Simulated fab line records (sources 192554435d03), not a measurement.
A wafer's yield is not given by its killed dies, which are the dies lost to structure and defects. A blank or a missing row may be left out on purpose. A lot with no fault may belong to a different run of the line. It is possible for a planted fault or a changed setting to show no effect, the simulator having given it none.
Matching of chambers    flow n5_finfet    N5_BEOL_M4_ILD_DEP_00 on pecvd-03 has 3 sister chambers
The step deposits SiOC from DEMS/O2, target thk 79 nm, time 15.3 s. 6 wafers are shown with their chamber, then 8 later ones without.

## WAFERS PAIRED WITH THEIR CHAMBERS
wafer   chamber  throttle_valve_pct (%)  heater_power_w (W)
L085.2  2        11.5                    405
L085.4  2        11.5                    411
L088.2  1        12.4                    422
L088.5  0        11.7                    462
L088.6  1        12.4                    427
L090.2  0        11.8                    483

## WAFERS WHOSE CHAMBER IS MISSING
wafer   throttle_valve_pct (%)  heater_power_w (W)
L090.3  11.4                    366
L090.4  11.5                    369
L094.4  12.4                    441
L094.5  12.7                    447
L094.6  11.8                    358
L095.2  12.5                    441
L095.4  12.3                    453
L095.5  12.7                    441

## WHICH CHAMBER EACH ONE RAN IN
wafer   from the rows above  in truth
L090.3  2                    2
L090.4  2                    2
L094.4  1                    1
L094.5  1                    1
L094.6  2                    2
L095.2  1                    1
L095.4  1                    1
L095.5  1                    1
8 of 8 placed correctly. From these rows, 0 cannot be placed. Wrongly placed: 0.
How it was worked out, from the rows above alone: a wafer's distance from a chamber is the root of the sum, over the readings, of the square of ((its reading less the chamber's mean) divided by the reading's scatter). If the next closest chamber is less than 2 further off than the closest, the wafer can't be placed; otherwise it belongs to the closest. The mean given for a chamber averages the wafers shown for that chamber. How the scatter is found: for the shown wafers, subtract from each reading the mean of its chamber, square and add these, divide the total by (wafers less chambers), then take the root.
